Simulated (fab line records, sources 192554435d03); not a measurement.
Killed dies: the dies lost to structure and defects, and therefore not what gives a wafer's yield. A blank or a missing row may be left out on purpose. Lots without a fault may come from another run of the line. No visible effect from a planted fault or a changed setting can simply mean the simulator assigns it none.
Split-lot experiment :: flow n5Finfet :: route with 1938 steps; 7 lots, 21 wafers read

ABOUT THE SPLIT
At N5_BEOL_M5_EXPOSE_08 (exposes mask M5, target cd 28 nm), the setting doseMj was moved away from the recipe's 35.75 on 6 of the 21 wafers read, by -7.4% to +6.6%. For the rest of the wafers, this setting stayed at what the recipe calls for.

FROM THE SPLIT TO THE READING: what the file shows between them, 21 steps
- N5_BEOL_M5_PEB_09: peb time 60 s
- N5_BEOL_M5_DEVELOP_10: develop time 30 s
- N5_BEOL_M5_CD_MEAS_11: target cd 27.74 nm
- N5_BEOL_M5_DESCUM_16: chemistry O2, time 7 s
- N5_BEOL_M5_ETCH_72: etches underlayer in N2/H2, target depth 6.5 nm, time 5.2 s
- N5_BEOL_M5_ETCH_61: etches SiARC in CF4, target depth 15.6 nm, time 26 s
- N5_BEOL_M5_ETCH_62: etches SOC in N2/H2, target depth 75 nm, overetch 15 nm, time 112.5 s
- N5_BEOL_M5_STRIP_63: strips in N2/H2
- N5_BEOL_M5_STRIP_73: strips in N2/H2
- N5_BEOL_M5_HM_OPEN_17: chemistry Cl2/BCl3, target TiN, target depth 20 nm, overetch 6 nm
- N5_BEOL_M5_STRIP_19: strips in O2
- N5_BEOL_M5_CD_MEAS_18: pitch 56 nm, target cd 28 nm
- N5_BEOL_M5_COAT_65: time 60 s, resist thk 60 nm
- N5_BEOL_M5_COAT_66: time 60 s, resist thk 12 nm
- N5_BEOL_M5_DESCUM_33: chemistry O2, time 7 s
- N5_BEOL_M5_ETCH_75: etches underlayer in N2/H2, target depth 6.5 nm, time 5.2 s
- N5_BEOL_M5_ETCH_67: etches SiARC in CF4, target depth 15.6 nm, time 26 s
- N5_BEOL_M5_ETCH_68: etches SOC in N2/H2, target depth 80 nm, overetch 16 nm, time 120 s
- N5_BEOL_M5_STRIP_69: strips in N2/H2
- N5_BEOL_M5_PRECLEAN_42: cleans in residue remover, time 60 s
- N5_BEOL_M5_SRD_43: time 30 s

THE READING
cdNm, in nm, at N5_BEOL_M5_CD_MEAS_35 (target cd 28 nm, target cd y 24 nm). A value of 28.0 nm with a standard deviation of 0.42 nm is what fault-free wafers of this fab line usually give.

wafer: L074.1
tool, chamber at the split: euvScanner-01, 0
doseMj as run: 35.75
against the recipe: recipe
cdNm, nm: 27.6
against lot-mates on the recipe: -

wafer: L074.2
tool, chamber at the split: euvScanner-01, 0
doseMj as run: 35.75
against the recipe: recipe
cdNm, nm: 28.5
against lot-mates on the recipe: -

wafer: L074.6
tool, chamber at the split: euvScanner-01, 0
doseMj as run: 35.75
against the recipe: recipe
cdNm, nm: 28.3
against lot-mates on the recipe: -

wafer: L075.1
tool, chamber at the split: euvScanner-01, 0
doseMj as run: 34.76
against the recipe: -2.8%
cdNm, nm: 26.6
against lot-mates on the recipe: -1.4

wafer: L075.4
tool, chamber at the split: euvScanner-01, 0
doseMj as run: 34.76
against the recipe: -2.8%
cdNm, nm: 27.9
against lot-mates on the recipe: -0.1

wafer: L075.5
tool, chamber at the split: euvScanner-01, 0
doseMj as run: 35.75
against the recipe: recipe
cdNm, nm: 28.0
against lot-mates on the recipe: -

wafer: L076.2
tool, chamber at the split: euvScanner-01, 0
doseMj as run: 35.75
against the recipe: recipe
cdNm, nm: 28.6
against lot-mates on the recipe: -

wafer: L076.3
tool, chamber at the split: euvScanner-01, 0
doseMj as run: 35.75
against the recipe: recipe
cdNm, nm: 28.3
against lot-mates on the recipe: -

wafer: L076.6
tool, chamber at the split: euvScanner-01, 0
doseMj as run: 35.75
against the recipe: recipe
cdNm, nm: 28.3
against lot-mates on the recipe: -

wafer: L079.2
tool, chamber at the split: euvScanner-01, 0
doseMj as run: 35.75
against the recipe: recipe
cdNm, nm: 27.5
against lot-mates on the recipe: -

wafer: L079.3
tool, chamber at the split: euvScanner-01, 0
doseMj as run: 35.75
against the recipe: recipe
cdNm, nm: 28.2
against lot-mates on the recipe: -

wafer: L079.4
tool, chamber at the split: euvScanner-01, 0
doseMj as run: 38.1
against the recipe: +6.6%
cdNm, nm: 29.8
against lot-mates on the recipe: +1.9

wafer: L080.3
tool, chamber at the split: euvScanner-02, 0
doseMj as run: 35.75
against the recipe: recipe
cdNm, nm: 27.1
against lot-mates on the recipe: -

wafer: L080.5
tool, chamber at the split: euvScanner-02, 0
doseMj as run: 37.22
against the recipe: +4.1%
cdNm, nm: 28.9
against lot-mates on the recipe: +1.7

wafer: L080.6
tool, chamber at the split: euvScanner-02, 0
doseMj as run: 35.75
against the recipe: recipe
cdNm, nm: 27.3
against lot-mates on the recipe: -

wafer: L092.1
tool, chamber at the split: euvScanner-01, 0
doseMj as run: 35.75
against the recipe: recipe
cdNm, nm: 28.4
against lot-mates on the recipe: -

wafer: L092.4
tool, chamber at the split: euvScanner-01, 0
doseMj as run: 33.12
against the recipe: -7.4%
cdNm, nm: 26.2
against lot-mates on the recipe: -1.8

wafer: L092.5
tool, chamber at the split: euvScanner-01, 0
doseMj as run: 35.75
against the recipe: recipe
cdNm, nm: 27.6
against lot-mates on the recipe: -

wafer: L096.2
tool, chamber at the split: euvScanner-02, 0
doseMj as run: 35.75
against the recipe: recipe
cdNm, nm: 27.9
against lot-mates on the recipe: -

wafer: L096.4
tool, chamber at the split: euvScanner-02, 0
doseMj as run: 35.75
against the recipe: recipe
cdNm, nm: 27.9
against lot-mates on the recipe: -

wafer: L096.6
tool, chamber at the split: euvScanner-02, 0
doseMj as run: 37.41
against the recipe: +4.6%
cdNm, nm: 28.8
against lot-mates on the recipe: +0.9

THE FIT
A straight line over all 21 wafers: cdNm changes by +0.243 nm for each +1% of doseMj; r = +0.83; the points scatter about the line by 0.46 nm.
The same after taking each lot's own level away (the mean of its wafers on the recipe; 21 wafers): +0.273 nm for each +1%; r = +0.91; scatter 0.36 nm.
Per that fit: largest doseMj move, reading shift of 2 nm.
The lots' own levels span 27.20 to 28.40 nm, that is 2.9 times the standard deviation above.
So the lot-to-lot level changes the slope: the two fits differ.
Check: -2.11 nm against its lot-mates is what the line predicts for one of the wafers moved furthest among these (-7.4%) when that wafer is left out of the fit. It came out at -1.8 nm against them.

THE WHOLE CHAIN: every reading that the file lists as answering this split, in the file's order
step: N5_BEOL_M5_CD_MEAS_11
what it does: target cd 27.74 nm
reading: cdNm
change (the file's fit): +0.188 nm for each +1% of the setting
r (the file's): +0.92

step: N5_BEOL_M5_DESCUM_16
what it does: chemistry O2, time 7 s
reading: BEOL_M5.cdNm (the simulator's own value, which no gauge read)
change (the file's fit): +0.239 nm for each +1% of the setting
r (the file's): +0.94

step: N5_BEOL_M5_ETCH_72
what it does: etches underlayer in N2/H2, target depth 6.5 nm, time 5.2 s
reading: BEOL_M5.cdNm (the simulator's own value, which no gauge read)
change (the file's fit): +0.249 nm for each +1% of the setting
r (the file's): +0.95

step: N5_BEOL_M5_ETCH_61
what it does: etches SiARC in CF4, target depth 15.6 nm, time 26 s
reading: BEOL_M5.cdNm (the simulator's own value, which no gauge read)
change (the file's fit): +0.26 nm for each +1% of the setting
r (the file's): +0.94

step: N5_BEOL_M5_ETCH_62
what it does: etches SOC in N2/H2, target depth 75 nm, overetch 15 nm, time 112.5 s
reading: BEOL_M5.cdNm (the simulator's own value, which no gauge read)
change (the file's fit): +0.229 nm for each +1% of the setting
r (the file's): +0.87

step: N5_BEOL_M5_CD_MEAS_18
what it does: pitch 56 nm, target cd 28 nm
reading: cdNm
change (the file's fit): +0.223 nm for each +1% of the setting
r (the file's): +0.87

step: N5_BEOL_M5_ETCH_67
what it does: etches SiARC in CF4, target depth 15.6 nm, time 26 s
reading: BEOL_M5.cdNm (the simulator's own value, which no gauge read)
change (the file's fit): +0.223 nm for each +1% of the setting
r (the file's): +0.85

step: N5_BEOL_M5_CD_MEAS_35
what it does: target cd 28 nm, target cd y 24 nm
reading: cdNm
change (the file's fit): +0.273 nm for each +1% of the setting
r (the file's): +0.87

FILE'S OWN FIT
cdNm changes by +0.273 nm for each +1% of doseMj, r = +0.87.
